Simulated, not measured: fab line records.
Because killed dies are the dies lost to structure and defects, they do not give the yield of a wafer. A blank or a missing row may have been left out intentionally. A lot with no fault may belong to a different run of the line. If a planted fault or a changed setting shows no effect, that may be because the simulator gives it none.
A lot that was struck, set against a sound lot | flow nand harc | 26 out of 1302 route steps
Sound: the wafers L456.3, L456.4, L456.5. Struck: wafers L467.2, L467.5 (left out: L467.4, a lot-mate that was not struck); the cause follows at the end.
Per side, at each step with rows, come the tool, then ch with its chambers, and then its first start. Under that, the readings that differ: sound wafers | struck wafers | difference of the means | sigmas: that difference in standard deviations of wafers without a fault.
alike: readings whose means differ by less than 2 such deviations, and words and numbers that are the same on both sides. not compared: withheld readings, readings that some wafer has no value for, bounds like >300 that may hide the same value, and numbers for which the record gives no deviation and whose values overlap.
The two part at a step that has a row with sigmas, a row that says differs or no value, or rows on one side only. Non-overlapping numbers with no deviation appear without sigmas and do not part them. Lack of a reading on every wafer of one side parts them only where that side has two or more wafers.

NHARC_P_M1_PRE_CLEAN_30: time 30 s.
  sound on pvd sputter-01; struck on pvd sputter-02
  alike: heater power w
NHARC_P_M1_PVD_20: deposits TaN, target thk 5 nm, time 8.06 s.
  sound on pvd sputter-01; struck on pvd sputter-02
  alike: substrate temp c, throttle valve pct
then, 2 steps without rows for these wafers: NHARC_P_M1_PVD_21 (deposits Cu, target thk 30 nm, time 20.49 s); NHARC_P_M1_ECD_22 (material Cu, target thk 400 nm).
NHARC_P_M1_ANNEAL_31: time 90 s.
  sound on rtp anneal-02 ch 0, day 9 09:13; struck on rtp anneal-01 ch 0, day 13 23:04
  alike: anneal temp c, wafer_temp_C_max
then, 1 step without rows for these wafers: NHARC_P_M1_CMP_23 (polishes, t overpolish 20 s, target thk 157.82 nm).
NHARC_P_M1_THK_MEAS_24: measures by xrf.
  struck on film metro-02, day 13 23:43; sound on film metro-01, day 9 09:46
  alike: thk nm
next, for these wafers, 1 step has no rows: NHARC_P_M1_SRD_25.
NHARC_P_M1_INSPECT_27:
  struck on defect inspect-01, day 13 23:52; sound on defect inspect-01, day 9 09:56
  alike: raw defect count
NHARC_P_M1_PRE_CLEAN_32: time 12 s.
  sound on pecvd-03 ch 0,2, day 9 10:01; struck on pecvd-02 ch 0,1, day 13 23:56
  alike: heater power w
NHARC_P_M1_DEP_33: deposits SiCN, target thk 30 nm.
  sound on pecvd-03 ch 0,2, day 9 10:10; struck on pecvd-02 ch 0,1, day 14 00:01
  alike: heater power w
NHARC_P_M2_DEP_00: deposits SiOC, target thk 182.5 nm.
  sound on pecvd-02 ch 1,2, day 9 10:29; struck on pecvd-03 ch 0,1, day 14 00:31
then, 9 steps without rows for these wafers: NHARC_P_M2_DEHYDRATE_01 (time 120 s); NHARC_P_M2_HMDS_02 (time 30 s); NHARC_P_M2_COAT_34 (time 65 s); NHARC_P_M2_COAT_03 (resist thk 90 nm); NHARC_P_M2_SOFTBAKE_04 (time 55 s); NHARC_P_M2_EBR_05; NHARC_P_M2_EXPOSE_06 (exposes mask P M2, target cd 170 nm); NHARC_P_M2_PEB_07 (peb time 65 s); NHARC_P_M2_DEVELOP_08 (develop time 35 s).
NHARC_P_M2_CD_MEAS_09 targets a cd of 170 nm.
  sound on cd sem-03 ch 0, day 9 11:12; struck on cd sem-02 ch 0, day 14 01:16
  alike: cd nm
NHARC_P_M2_OVL_MEAS_10: pitch 340 nm.
  struck on overlay-02, day 14 01:22; sound on overlay-02, day 9 11:17
  alike: overlay x nm, overlay y nm
NHARC_P_M2_INSPECT_11:
  struck on defect inspect-02, day 14 01:23; sound on defect inspect-02, day 9 11:20
  reading          | sound | struck    | difference | sigmas
  raw defect count | 3 1 5 | 1113 1182 | +1144      | +99 or more
then, 1 step without rows for these wafers: NHARC_P_M2_DESCUM_14 (chemistry O2, time 3 s).
-- jump in the record: it breaks off in module P_M2 and resumes in module END (first step shown: number 1302 of the route), and 18 days separate the struck wafers' starts before and after --
NHARC_END_SORT_01:
  only the struck wafers appear in the record here, on prober-02 ch 0 at day 32 05:55; the sound ones have no rows

== WHERE THEY PART ==
Last at NHARC_END_SORT_01 as far as this record goes, first at NHARC_P_M2_INSPECT_11.

WHY: whatever the simulator had introduced
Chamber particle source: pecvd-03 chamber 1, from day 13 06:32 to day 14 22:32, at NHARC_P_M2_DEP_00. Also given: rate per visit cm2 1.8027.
